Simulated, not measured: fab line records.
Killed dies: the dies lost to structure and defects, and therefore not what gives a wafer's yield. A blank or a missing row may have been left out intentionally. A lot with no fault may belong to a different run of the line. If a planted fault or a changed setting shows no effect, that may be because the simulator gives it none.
Which of the tools did it? ; flow nandHarc ; 14 lots (42 wafers sampled), 1 step of a 1302-step route

## WHAT EACH GAUGE READ, for each wafer
NHARC_A_BLC_INSPECT_28. Usual: rawDefectCount 529, standard deviation 130.
lot;measured;on;rawDefectCount;flag
L996;day 22 21:28;defectInspect-01;341 291 431;
L997;day 22 22:35;defectInspect-01;390 478 485;
L999;day 23 17:08;defectInspect-02;721 546 453;
L998;day 23 17:43;defectInspect-01;654 800 616;
L102;day 25 04:59;defectInspect-02;549 476 391;
L103;day 25 06:07;defectInspect-01;708 604 532;
L104;day 25 20:23;defectInspect-01;547 503 413;
L109;day 27 22:39;defectInspect-02;661 438 529;
L111;day 28 16:28;defectInspect-01;779 608 707;
L110;day 29 01:13;defectInspect-01;472 484 586;
L113;day 29 07:38;defectInspect-01;684 562 595;
L117;day 30 20:56;defectInspect-01;425 540 397;
L116;day 31 02:07;defectInspect-01;548 531 368;
L119;day 32 07:49;defectInspect-01;689 707 319;

## WHICH TOOL RAN EACH LOT (tool, then ch and the chambers of the sampled wafers, then the start)
No process step before these readings appears in the record.

## AS READ BY THE TOOLS THEMSELVES (means over the sampled wafers that have a number; for cases with no such wafer, the mark the record gives instead)
The record holds no such reading with a usual standard deviation.

## THE ANSWER, worked out from the rows above alone
Rule: lot off if the mean of its wafers having a number is beyond 3 standard deviations from the usual mean. Also off: a lot with no number at a reading for which 4 or more lots have one. Where the step has rows for the other lots, those lots are counted as sound. The gauges are gone through in route order, then the tools' own readings, and for those a lot's mean is taken as printed above. The first step at which some lot is off is used, and at that step the reading that is off furthest; a lot without a number counts as furthest.
Nothing can be told from this: no lot is off at any reading shown.

## WHAT THE SIMULATOR HAD INSERTED
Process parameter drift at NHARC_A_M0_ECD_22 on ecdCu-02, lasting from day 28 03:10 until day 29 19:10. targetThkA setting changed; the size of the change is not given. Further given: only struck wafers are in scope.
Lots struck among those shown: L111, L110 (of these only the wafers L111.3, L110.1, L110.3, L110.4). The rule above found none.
